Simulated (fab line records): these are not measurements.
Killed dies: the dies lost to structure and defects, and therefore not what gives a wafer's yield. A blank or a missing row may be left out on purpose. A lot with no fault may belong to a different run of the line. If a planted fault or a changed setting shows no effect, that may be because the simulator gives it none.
fab line records	flow nand-harc
[record] lots = 24	wafers = 72	last-day = 33
route steps=1302 shown A_M0@1157 A_M1@1196 A_BONDPAD@1202
lots that met no fault: taken from a fault-free run of the same line
start-h: start of the lot's first displayed wafer, in hours after the record's first day	wait-h: hours since the lot's step before	" unchanged from the row above	L1.1+2: several wafers, shown together as one row	- either no value or no given start	* or withheld: withheld	< > ~ a bound
route shown NAME@n: NAME is a module with steps in the file, n the number in the route of the first one	usual: average and standard deviation across the fault-free wafers	same: alike in all rows	chamber/n: place in a boat	sites: the reading at each site	_std_site: their standard deviation	_edge_site: inner sites' mean taken away from outer sites' mean	radius-mm: for every site, how far away it sits from the centre of the wafer	mask NAME#n: copy n	behind: the last tool/chamber to shape the wafer	hold: why the lot was held/for how many hours/how that ended	device: transistor that didn't switch, given as n, p or np	end of line: the same wafers' tests at the end of the route	for a step that has no rows: nothing shown but its recipe	killed: dies that structure and defects cost at the first sort, which is not the same as the wafer's yield	map: a wafer's dies, x killed, . not, _ none there
set.NAME: the setting as run; set.NAME@STEP: as run at that earlier step	model.NAME: the simulator's own value behind a step, which no gauge read
the route's steps for a sample of lots (tables are steps, rows are wafers)
services: a tool's chamber out of use, with start hour (start-h, from the record's first day; less than 0 if before it), hours out, and reason
[[steps]]
[step NHARC_A_M0_PRE_CLEAN_29]
[recipe] time-s = 30	temp-c = 280	gas = H2/He
[usual] heater-power-w = 412/44	susceptor-temp-C = 279.99/0.2
lot.wafer	tool	chamber	start-h	wait-h	heater-power-w	susceptor-temp-C
L075.4	pvd-sputter-01	-	-	-	384	279.98
L075.1	"	-	"	"	419	279.94
L075.5	"	-	"	"	366	280.03
L074.2	pvd-sputter-02	-	-	-	411	279.93
L074.6	"	-	"	"	418	280.10
L074.5	"	-	"	"	382	279.70
L076.1	pvd-sputter-01	-	-	-	369	-
L076.3	"	-	"	"	442	-
L076.5	"	-	"	"	384	-
L078.4	pvd-sputter-03	-	-	-	476	280.16
L078.5	"	-	"	"	393	280.05
L078.6	"	-	"	"	466	280.10
L077.3	pvd-sputter-03	-	-	-	473	280.12
L077.1	"	-	"	"	470	280.14
L077.6	"	-	"	"	458	280.13
L079.1	pvd-sputter-02	-	-	-	329	279.96
L079.3	"	-	"	"	374	279.93
L079.5	"	-	"	"	329	280.01
L081.3	pvd-sputter-01	-	-	-	452	279.82
L081.2	"	-	"	"	390	280.20
L081.5	"	-	"	"	450	279.69
L080.3	pvd-sputter-03	-	-	-	463	279.94
L080.4	"	-	"	"	388	280.11
L080.5	"	-	"	"	454	279.99
L083.3	pvd-sputter-01	-	-	-	392	279.83
L083.2	"	-	"	"	429	280.13
L083.5	"	-	"	"	361	280.08
L082.2	pvd-sputter-01	-	-	-	427	279.92
L082.5	"	-	"	"	368	279.66
L082.6	"	-	"	"	388	280.20
L084.4	pvd-sputter-01	-	-	-	393	279.94
L084.6	"	-	"	"	431	280.01
L084.5	"	-	"	"	449	280.14
L085.2	pvd-sputter-02	-	-	-	396	280.36
L085.3	"	-	"	"	367	280.15
L085.5	"	-	"	"	328	279.73
L086.1	pvd-sputter-01	-	-	-	392	279.90
L086.2	"	-	"	"	432	279.71
L086.6	"	-	"	"	392	279.98
L087.1	pvd-sputter-01	-	-	-	441	279.83
L087.2	"	-	"	"	360	279.90
L087.3	"	-	"	"	387	279.91
L089.4	pvd-sputter-03	-	-	-	395	-
L089.2	"	-	"	"	472	-
L089.5	"	-	"	"	466	-
L091.3	pvd-sputter-03	-	-	-	384	280.01
L091.1	"	-	"	"	472	279.74
L091.5	"	-	"	"	382	280.06
L090.1	pvd-sputter-03	-	-	-	460	280.16
L090.6	"	-	"	"	468	279.96
L090.5	"	-	"	"	394	280.36
L088.2	pvd-sputter-03	-	-	-	458	279.97
L088.3	"	-	"	"	377	279.99
L088.1	"	-	"	"	458	279.86
L092.1	pvd-sputter-03	-	-	-	455	279.86
L092.2	"	-	"	"	453	280.11
L092.5	"	-	"	"	465	279.90
L093.1	pvd-sputter-01	-	-	-	456	280.55
L093.4	"	-	"	"	370	279.80
L093.3	"	-	"	"	398	280.22
L095.4	pvd-sputter-02	-	-	-	366	280.10
L095.3	"	-	"	"	395	280.17
L095.5	"	-	"	"	402	279.97
L094.2	pvd-sputter-03	-	-	-	478	280.17
L094.4	"	-	"	"	477	279.92
L094.6	"	-	"	"	368	280.06
L096.1	pvd-sputter-02	-	-	-	338	280.06
L096.4	"	-	"	"	400	280.36
L096.5	"	-	"	"	338	279.93
L097.1	pvd-sputter-02	-	-	-	387	279.58
L097.3	"	-	"	"	336	280.42
L097.2	"	-	"	"	385	279.88
[step NHARC_A_M0_PVD_20]
[recipe] target-thk-a = 50	bias-v = 168.6	power-w = 15000	chamber-pressure-pa = 0.12	time-s = 8.06	substrate-temp-c = 50	material = TaN
[usual] throttle-valve-pct = 30.1/1.2
lot.wafer	tool	chamber	start-h	wait-h	throttle-valve-pct
L075.1	pvd-sputter-01	-	-	-	30.5
L075.4	"	-	"	"	29.3
L075.5	"	-	"	"	30.5
L074.2	pvd-sputter-02	-	-	-	30.1
L074.5	"	-	"	"	31.2
L074.6	"	-	"	"	30.5
L076.3	pvd-sputter-01	-	-	-	29.2
L076.1	"	-	"	"	31.0
L076.5	"	-	"	"	29.3
L078.4	pvd-sputter-03	-	-	-	30.6
L078.5	"	-	"	"	30.2
L078.6	"	-	"	"	27.7
L077.3	pvd-sputter-03	-	-	-	30.7
L077.1	"	-	"	"	31.5
L077.6	"	-	"	"	30.6
L079.1	pvd-sputter-02	-	-	-	30.3
L079.3	"	-	"	"	31.2
L079.5	"	-	"	"	30.3
L081.3	pvd-sputter-01	-	-	-	29.4
L081.2	"	-	"	"	29.9
L081.5	"	-	"	"	29.3
L080.3	pvd-sputter-03	-	-	-	31.4
L080.4	"	-	"	"	27.6
L080.5	"	-	"	"	30.8
L083.3	pvd-sputter-01	-	-	-	30.2
L083.2	"	-	"	"	30.7
L083.5	"	-	"	"	31.0
L082.2	pvd-sputter-01	-	-	-	29.7
L082.6	"	-	"	"	31.1
L082.5	"	-	"	"	30.1
L084.4	pvd-sputter-01	-	-	-	30.0
L084.6	"	-	"	"	29.5
L084.5	"	-	"	"	31.0
L085.3	pvd-sputter-02	-	-	-	31.2
L085.2	"	-	"	"	30.3
L085.5	"	-	"	"	30.5
L086.1	pvd-sputter-01	-	-	-	30.7
L086.2	"	-	"	"	30.0
L086.6	"	-	"	"	31.2
L087.1	pvd-sputter-01	-	-	-	31.1
L087.3	"	-	"	"	30.1
L087.2	"	-	"	"	30.7
L089.2	pvd-sputter-03	-	-	-	30.4
L089.4	"	-	"	"	27.9
L089.5	"	-	"	"	27.9
L091.3	pvd-sputter-03	-	-	-	30.7
L091.1	"	-	"	"	27.7
L091.5	"	-	"	"	30.3
L090.1	pvd-sputter-03	-	-	-	30.6
L090.6	"	-	"	"	31.3
L090.5	"	-	"	"	30.4
L088.2	pvd-sputter-03	-	-	-	31.3
L088.1	"	-	"	"	30.2
L088.3	"	-	"	"	27.7
L092.2	pvd-sputter-03	-	-	-	30.7
L092.1	"	-	"	"	30.3
L092.5	"	-	"	"	31.3
L093.3	pvd-sputter-01	-	-	-	30.4
L093.1	"	-	"	"	29.5
L093.4	"	-	"	"	30.9
L095.4	pvd-sputter-02	-	-	-	30.4
L095.3	"	-	"	"	31.3
L095.5	"	-	"	"	30.2
L094.2	pvd-sputter-03	-	-	-	30.9
L094.4	"	-	"	"	31.2
L094.6	"	-	"	"	31.2
L096.1	pvd-sputter-02	-	-	-	29.5
L096.4	"	-	"	"	27.5
L096.5	"	-	"	"	31.8
L097.2	pvd-sputter-02	-	-	-	31.5
L097.1	"	-	"	"	29.2
L097.3	"	-	"	"	30.3
[step NHARC_A_M1_THK_MEAS_24]
[recipe] thk-meas-gauge = xrf
[usual] thk-nm = 154.3/1.3
lot.wafer	tool	chamber	start-h	wait-h	thk-nm
L075.1	film-metro-02	-	536.84	-	152.2
L075.4	"	-	"	"	153.6
L075.5	"	-	"	"	153.9
L074.2	film-metro-02	-	538.10	-	156.3
L074.5	"	-	"	"	152.6
L074.6	"	-	"	"	154.2
L076.1	film-metro-02	-	553.36	-	153.8
L076.3	"	-	"	"	154.7
L076.5	"	-	"	"	157.5
L078.4	film-metro-02	-	554.08	-	153.4
L078.5	"	-	"	"	153.9
L078.6	"	-	"	"	153.6
L077.1	film-metro-02	-	569.83	-	152.9
L077.3	"	-	"	"	155.4
L077.6	"	-	"	"	155.2
L079.1	film-metro-02	-	588.63	-	154.4
L079.3	"	-	"	"	151.1
L079.5	"	-	"	"	152.3
L081.2	film-metro-02	-	611.09	-	156.5
L081.3	"	-	"	"	155.8
L081.5	"	-	"	"	153.8
L080.3	film-metro-02	-	614.22	-	154.7
L080.4	"	-	"	"	157.2
L080.5	"	-	"	"	153.7
L083.2	film-metro-01	-	615.02	-	155.9
L083.3	"	-	"	"	155.2
L083.5	"	-	"	"	154.1
L082.2	film-metro-01	-	622.24	-	154.6
L082.5	"	-	"	"	154.8
L082.6	"	-	"	"	153.6
L084.4	film-metro-02	-	637.93	-	154.6
L084.5	"	-	"	"	153.5
L084.6	"	-	"	"	155.6
L085.2	film-metro-01	-	642.93	-	153.8
L085.3	"	-	"	"	153.6
L085.5	"	-	"	"	156.1
L086.1	film-metro-02	-	648.17	-	153.4
L086.2	"	-	"	"	153.4
L086.6	"	-	"	"	152.5
L087.1	film-metro-01	-	658.56	-	155.0
L087.2	"	-	"	"	153.9
L087.3	"	-	"	"	153.8
L089.2	film-metro-01	-	671.99	-	153.7
L089.4	"	-	"	"	155.5
L089.5	"	-	"	"	154.6
L091.1	film-metro-02	-	673.19	-	153.8
L091.3	"	-	"	"	152.8
L091.5	"	-	"	"	154.9
L090.1	film-metro-01	-	678.38	-	152.1
L090.5	"	-	"	"	154.8
L090.6	"	-	"	"	155.8
L088.1	film-metro-01	-	682.29	-	154.6
L088.2	"	-	"	"	153.0
L088.3	"	-	"	"	153.5
L092.1	film-metro-01	-	700.72	-	155.1
L092.2	"	-	"	"	153.6
L092.5	"	-	"	"	152.9
L093.1	film-metro-01	-	707.76	-	151.8
L093.3	"	-	"	"	152.3
L093.4	"	-	"	"	153.0
L095.3	film-metro-02	-	724.09	-	153.2
L095.4	"	-	"	"	153.0
L095.5	"	-	"	"	154.6
L094.2	film-metro-01	-	724.87	-	153.7
L094.4	"	-	"	"	153.9
L094.6	"	-	"	"	155.2
L096.1	film-metro-01	-	736.63	-	152.5
L096.4	"	-	"	"	155.5
L096.5	"	-	"	"	154.5
L097.1	film-metro-02	-	753.84	-	154.5
L097.2	"	-	"	"	155.8
L097.3	"	-	"	"	155.8
[step NHARC_A_BONDPAD_DEP_00]
[recipe] target-thk-a = 2500	temp-c = 370	target-thk-nm = 250	pressure-torr = 3	flow-sccm = 200	rf-w = 450	material = SiCN
[usual] heater-power-outer-w = 333/32	heater-power-w = 594/60	susceptor-temp-C = 370.02/0.21
lot.wafer	tool	chamber	start-h	wait-h	heater-power-outer-w	heater-power-w	susceptor-temp-C
L075.1	pecvd-03	1	537.94	-	376	687	370.30
L075.4	"	0	"	"	384	656	370.03
L075.5	"	1	"	"	375	696	370.11
L074.2	pecvd-04	2	-	-	321	587	370.03
L074.5	"	2	"	"	323	582	370.17
L074.6	"	0	"	"	340	567	369.95
L076.1	pecvd-04	2	554.22	-	343	612	370.00
L076.3	"	1	"	"	319	546	370.22
L076.5	"	0	"	"	355	587	370.05
L078.5	pecvd-01	0	555.20	-	323	610	369.68
L078.4	"	1	"	"	308	538	370.52
L078.6	"	2	"	"	347	574	370.12
L077.1	pecvd-04	2	-	-	352	617	369.93
L077.3	"	0	"	"	364	594	370.11
L077.6	"	1	"	"	347	586	370.27
L079.1	pecvd-01	2	589.56	-	256	470	369.72
L079.3	"	2	"	"	272	474	369.85
L079.5	"	2	"	"	288	493	370.21
L081.3	pecvd-04	2	611.95	-	369	641	369.81
L081.2	"	0	"	"	338	564	370.20
L081.5	"	2	"	"	283	516	369.92
L080.3	pecvd-03	1	615.18	-	378	728	369.64
L080.4	"	2	"	"	351	626	370.15
L080.5	"	0	"	"	366	648	369.56
L083.3	pecvd-04	2	615.88	-	327	590	370.07
L083.2	"	1	"	"	324	551	369.73
L083.5	"	2	"	"	349	573	370.02
L082.2	pecvd-03	1	623.14	-	363	707	369.90
L082.6	"	0	"	"	370	628	369.96
L082.5	"	1	"	"	364	714	370.00
L084.6	pecvd-01	2	638.96	-	329	554	370.11
L084.5	"	0	"	"	347	627	369.93
L084.4	"	1	"	"	311	544	369.51
L085.3	pecvd-03	1	643.79	-	395	745	369.93
L085.2	"	2	"	"	377	649	369.98
L085.5	"	2	"	"	276	520	369.80
L086.1	pecvd-01	2	649.03	-	296	547	370.14
L086.2	"	1	"	"	350	578	369.96
L086.6	"	1	"	"	265	479	369.63
L087.2	pecvd-04	0	-	-	386	632	369.82
L087.1	"	1	"	"	322	540	370.68
L087.3	"	2	"	"	343	585	369.94
L089.2	pecvd-03	2	-	-	335	599	370.33
L089.5	"	1	"	"	332	667	370.37
L089.4	"	2	"	"	341	628	370.23
L091.1	pecvd-03	0	674.05	-	337	609	370.01
L091.3	"	2	"	"	348	606	369.83
L091.5	"	0	"	"	339	604	370.10
L090.1	pecvd-03	0	679.23	-	313	569	370.19
L090.6	"	1	"	"	373	733	369.94
L090.5	"	2	"	"	354	623	370.11
L088.3	pecvd-04	2	683.14	-	339	592	369.79
L088.1	"	0	"	"	366	601	370.09
L088.2	"	1	"	"	300	521	370.20
L092.1	pecvd-03	2	-	-	305	567	369.74
L092.2	"	0	"	"	343	592	369.97
L092.5	"	0	"	"	349	627	369.94
L093.1	pecvd-01	0	708.62	-	307	584	370.17
L093.3	"	2	"	"	297	503	369.74
L093.4	"	2	"	"	309	522	370.10
L095.3	pecvd-03	2	-	-	359	634	369.83
L095.5	"	2	"	"	355	636	369.89
L095.4	"	1	"	"	362	711	370.21
L094.2	pecvd-01	0	725.80	-	263	524	370.13
L094.4	"	2	"	"	344	589	370.25
L094.6	"	0	"	"	281	545	370.02
L096.1	pecvd-04	0	-	-	403	646	370.10
L096.4	"	0	"	"	299	533	370.11
L096.5	"	1	"	"	276	469	369.96
L097.1	pecvd-01	2	754.70	-	323	550	370.13
L097.2	"	0	"	"	344	633	370.24
L097.3	"	1	"	"	271	500	369.72
[step NHARC_A_BONDPAD_STRIP_15]
[recipe] o2-flow-sccm = 500	ar-flow-sccm = 0	bias-w = 0	chemistry = O2
[usual] drypump-motor-current-A = 5.6/0.37	oes-product-au = 1.000/0.0093	rf-vpp-V = 57.8/0.85	showerhead-plenum-p-Torr = 3.47/0.16	throttle-valve-pct = 17.036/0.0092
lot.wafer	tool	chamber	start-h	wait-h	drypump-motor-current-A	oes-product-au	rf-hours-counter-h	rf-vpp-V	showerhead-plenum-p-Torr	throttle-valve-pct
L075.4	rie-diel-11	0	539.87	0.1	5.4	1.007	12	58.2	3.72	17.031
L075.1	"	1	"	"	6.1	1.008	12	56.9	3.30	17.040
L075.5	"	3	"	"	5.1	1.020	-	57.6	3.67	17.042
L074.2	rie-diel-11	2	540.80	0.1	5.8	0.980	14	57.7	3.34	17.022
L074.5	"	2	"	"	5.8	0.993	-	58.9	3.34	17.017
L074.6	"	3	"	"	5.1	1.015	-	58.0	3.67	17.035
L076.1	rie-diel-04	0	556.06	0.1	5.7	0.992	0	56.7	3.57	17.036
L076.3	"	1	"	"	5.7	1.005	0	57.9	3.36	17.033
L076.5	"	0	"	"	5.7	0.996	-	58.0	3.57	17.046
L078.5	rie-diel-11	0	556.83	0.1	5.4	1.016	-	58.2	3.72	17.039
L078.6	"	1	"	"	6.1	1.005	-	57.6	3.30	17.037
L078.4	"	2	"	"	5.8	0.992	-	57.0	3.34	17.043
L077.1	rie-diel-04	1	572.41	0.1	5.7	0.999	1	57.2	3.36	17.033
L077.3	"	2	"	"	5.2	1.012	1	57.6	3.61	17.043
L077.6	"	0	"	"	5.7	1.000	-	58.8	3.57	17.041
L079.1	rie-diel-11	0	591.47	0.1	5.4	0.997	22	58.9	3.72	17.045
L079.3	"	1	"	"	6.0	1.008	21	57.6	3.30	17.038
L079.5	"	0	"	"	5.4	1.002	-	58.2	3.72	17.032
L081.2	rie-diel-01	1	613.68	0.1	5.2	0.989	15	59.2	3.42	17.041
L081.3	"	3	"	"	5.8	1.010	17	58.6	3.53	17.031
L081.5	"	0	"	"	6.0	1.034	-	58.3	3.32	17.045
L080.3	rie-diel-04	1	616.91	0.1	5.7	1.009	1	56.2	3.35	17.050
L080.4	"	3	"	"	6.1	0.992	1	57.1	3.33	17.023
L080.5	"	2	"	"	5.3	1.021	-	58.7	3.61	17.049
L083.2	rie-diel-04	3	617.71	0.1	6.1	0.976	2	59.1	3.33	17.034
L083.3	"	0	"	"	5.7	1.014	2	58.2	3.57	17.040
L083.5	"	3	"	"	6.1	0.989	-	58.0	3.33	17.045
L082.2	rie-diel-11	1	624.92	0.1	6.1	1.007	1	57.1	3.30	17.049
L082.5	"	1	"	"	6.1	1.001	-	58.1	3.30	17.047
L082.6	"	2	"	"	5.8	1.003	-	57.3	3.33	17.035
L084.4	rie-diel-11	2	640.66	0.1	5.8	1.003	5	56.8	3.33	17.045
L084.5	"	2	"	"	5.8	1.010	-	56.9	3.33	17.030
L084.6	"	3	"	"	5.0	0.985	-	57.7	3.66	17.039
L085.3	rie-diel-11	0	645.52	0.1	5.4	0.989	5	58.2	3.71	17.023
L085.2	"	1	"	"	6.1	0.998	6	57.9	3.30	17.050
L085.5	"	2	"	"	5.8	0.997	-	57.6	3.33	17.033
L086.2	rie-diel-11	3	650.87	0.1	5.1	0.998	6	59.8	3.66	17.039
L086.1	"	0	"	"	5.4	1.001	5	59.5	3.71	17.048
L086.6	"	0	"	"	5.4	0.994	-	57.5	3.71	17.045
L087.2	rie-diel-04	3	661.52	0.1	6.1	0.990	3	57.1	3.33	17.035
L087.1	"	1	"	"	5.8	0.998	3	57.4	3.35	17.049
L087.3	"	2	"	"	5.2	1.009	3	57.3	3.61	17.033
L089.2	rie-diel-11	1	674.68	0.1	6.1	1.000	10	56.7	3.29	17.040
L089.4	"	3	"	"	5.1	1.001	11	58.5	3.65	17.044
L089.5	"	1	"	"	6.1	0.993	-	57.1	3.29	17.037
L091.1	rie-diel-11	3	675.87	0.1	5.1	0.989	11	56.7	3.65	17.050
L091.3	"	1	"	"	6.1	1.001	10	58.0	3.29	17.033
L091.5	"	3	"	"	5.0	1.000	-	58.6	3.65	17.031
L090.1	rie-diel-04	2	681.07	0.1	5.2	1.003	4	57.6	3.61	17.040
L090.6	"	2	"	"	5.2	1.012	-	58.8	3.61	17.031
L090.5	"	3	"	"	6.1	0.993	-	57.7	3.33	17.042
L088.1	rie-diel-11	3	684.96	0.1	5.1	0.998	12	57.5	3.65	17.034
L088.2	"	1	"	"	6.1	1.003	11	56.2	3.29	17.042
L088.3	"	2	"	"	5.8	1.000	13	58.4	3.33	17.054
L092.1	rie-diel-01	2	703.40	0.1	6.4	0.983	51	56.9	3.29	17.043
L092.2	"	1	"	"	5.2	0.977	46	58.1	3.41	17.023
L092.5	"	3	"	"	5.8	1.000	-	58.3	3.51	17.047
L093.3	rie-diel-01	0	710.65	0.1	6.0	1.009	48	56.9	3.30	17.028
L093.1	"	3	"	"	5.8	1.003	54	57.0	3.51	17.038
L093.4	"	3	"	"	5.8	0.994	-	58.2	3.51	17.021
L095.3	rie-diel-01	0	726.85	0.1	5.9	1.000	52	57.8	3.30	17.027
L095.4	"	1	"	"	5.2	0.998	-	59.5	3.40	17.022
L095.5	"	3	"	"	5.8	1.004	-	57.6	3.51	17.039
L094.2	rie-diel-04	1	727.59	0.1	5.7	1.002	0	58.3	3.35	17.035
L094.4	"	3	"	"	6.1	1.006	0	57.5	3.33	17.029
L094.6	"	2	"	"	5.2	0.998	-	58.9	3.61	17.039
L096.1	rie-diel-11	1	739.19	0.1	6.1	0.989	20	56.1	3.29	17.037
L096.4	"	2	"	"	5.8	1.010	22	56.8	3.32	17.028
L096.5	"	1	"	"	6.1	0.999	-	57.2	3.29	17.024
L097.1	rie-diel-04	1	756.71	0.1	5.7	1.012	1	57.1	3.35	17.035
L097.2	"	2	"	"	5.2	0.995	2	57.7	3.61	17.051
L097.3	"	3	"	"	6.1	0.995	2	57.2	3.32	17.039
[step NHARC_A_BONDPAD_PVD_17]
[recipe] target-thk-a = 50	bias-v = 168.6	power-w = 15000	chamber-pressure-pa = 0.12	time-s = 8.06	substrate-temp-c = 50	material = TaN
[usual] throttle-valve-pct = 29.9/1.4
lot.wafer	tool	chamber	start-h	wait-h	throttle-valve-pct
L075.4	pvd-sputter-01	-	-	-	30.5
L075.1	"	-	"	"	30.9
L075.5	"	-	"	"	29.5
L074.2	pvd-sputter-02	-	-	-	30.2
L074.5	"	-	"	"	27.8
L074.6	"	-	"	"	30.9
L076.1	pvd-sputter-03	-	-	-	30.3
L076.3	"	-	"	"	31.2
L076.5	"	-	"	"	30.6
L078.4	pvd-sputter-01	-	-	-	30.3
L078.6	"	-	"	"	30.6
L078.5	"	-	"	"	29.2
L077.1	pvd-sputter-02	-	-	-	30.2
L077.3	"	-	"	"	27.6
L077.6	"	-	"	"	30.4
L079.3	pvd-sputter-02	-	-	-	30.3
L079.1	"	-	"	"	30.6
L079.5	"	-	"	"	30.9
L081.2	pvd-sputter-02	-	-	-	30.3
L081.3	"	-	"	"	30.4
L081.5	"	-	"	"	31.2
L080.4	pvd-sputter-02	-	-	-	27.6
L080.3	"	-	"	"	31.0
L080.5	"	-	"	"	31.2
L083.3	pvd-sputter-03	-	-	-	30.5
L083.2	"	-	"	"	30.2
L083.5	"	-	"	"	31.1
L082.2	pvd-sputter-03	-	-	-	30.9
L082.6	"	-	"	"	30.2
L082.5	"	-	"	"	27.9
L084.4	pvd-sputter-03	-	-	-	27.9
L084.5	"	-	"	"	27.7
L084.6	"	-	"	"	31.5
L085.2	pvd-sputter-03	-	-	-	31.1
L085.3	"	-	"	"	30.2
L085.5	"	-	"	"	31.2
L086.2	pvd-sputter-02	-	-	-	27.3
L086.1	"	-	"	"	29.6
L086.6	"	-	"	"	30.5
L087.2	pvd-sputter-02	-	-	-	31.4
L087.1	"	-	"	"	29.6
L087.3	"	-	"	"	30.7
L089.2	pvd-sputter-01	-	-	-	30.1
L089.4	"	-	"	"	31.0
L089.5	"	-	"	"	30.0
L091.3	pvd-sputter-01	-	-	-	30.1
L091.1	"	-	"	"	29.4
L091.5	"	-	"	"	30.3
L090.1	pvd-sputter-02	-	-	-	27.1
L090.6	"	-	"	"	30.4
L090.5	"	-	"	"	27.0
L088.1	pvd-sputter-02	-	-	-	31.5
L088.3	"	-	"	"	30.2
L088.2	"	-	"	"	27.5
L092.2	pvd-sputter-02	-	-	-	29.3
L092.1	"	-	"	"	30.6
L092.5	"	-	"	"	29.4
L093.3	pvd-sputter-01	-	-	-	29.4
L093.4	"	-	"	"	31.0
L093.1	"	-	"	"	30.4
L095.4	pvd-sputter-03	-	-	-	30.5
L095.3	"	-	"	"	27.2
L095.5	"	-	"	"	30.6
L094.2	pvd-sputter-03	-	-	-	26.9
L094.4	"	-	"	"	31.0
L094.6	"	-	"	"	27.0
L096.1	pvd-sputter-03	-	-	-	27.1
L096.4	"	-	"	"	31.0
L096.5	"	-	"	"	31.0
L097.1	pvd-sputter-02	-	-	-	27.3
L097.2	"	-	"	"	31.5
L097.3	"	-	"	"	30.4
[[services]]
tool	chamber	start-h	hours	kind
rie-diel-04	0	518.28	7.7	repair
pecvd-03	2	523.41	17.9	repair
pvd-sputter-03	-	526.00	10.0	pm
rie-diel-04	-	531.90	9.0	pm
pvd-sputter-01	-	533.36	5.1	repair
pecvd-03	-	547.08	13.0	pm
rie-diel-11	-	547.39	0.5	repair
rie-diel-11	3	550.39	8.1	repair
pvd-sputter-02	-	553.99	7.1	repair
pecvd-03	-	564.50	1.8	repair
pecvd-03	2	571.26	2.0	repair
pvd-sputter-01	-	582.00	10.0	pm
rie-diel-04	3	591.64	1.5	repair
rie-diel-11	-	609.69	9.0	pm
rie-diel-11	-	619.94	0.7	repair
pecvd-04	-	631.16	13.0	pm
pvd-sputter-02	-	638.00	10.0	pm
pecvd-03	-	645.05	18.7	repair
pvd-sputter-03	-	699.72	4.3	repair
rie-diel-11	-	708.43	0.9	repair
rie-diel-04	-	708.90	9.0	pm
pecvd-03	-	728.08	13.0	pm
rie-diel-04	0	728.50	5.2	repair
pvd-sputter-03	-	740.34	2.3	repair
[[key]]
fault none
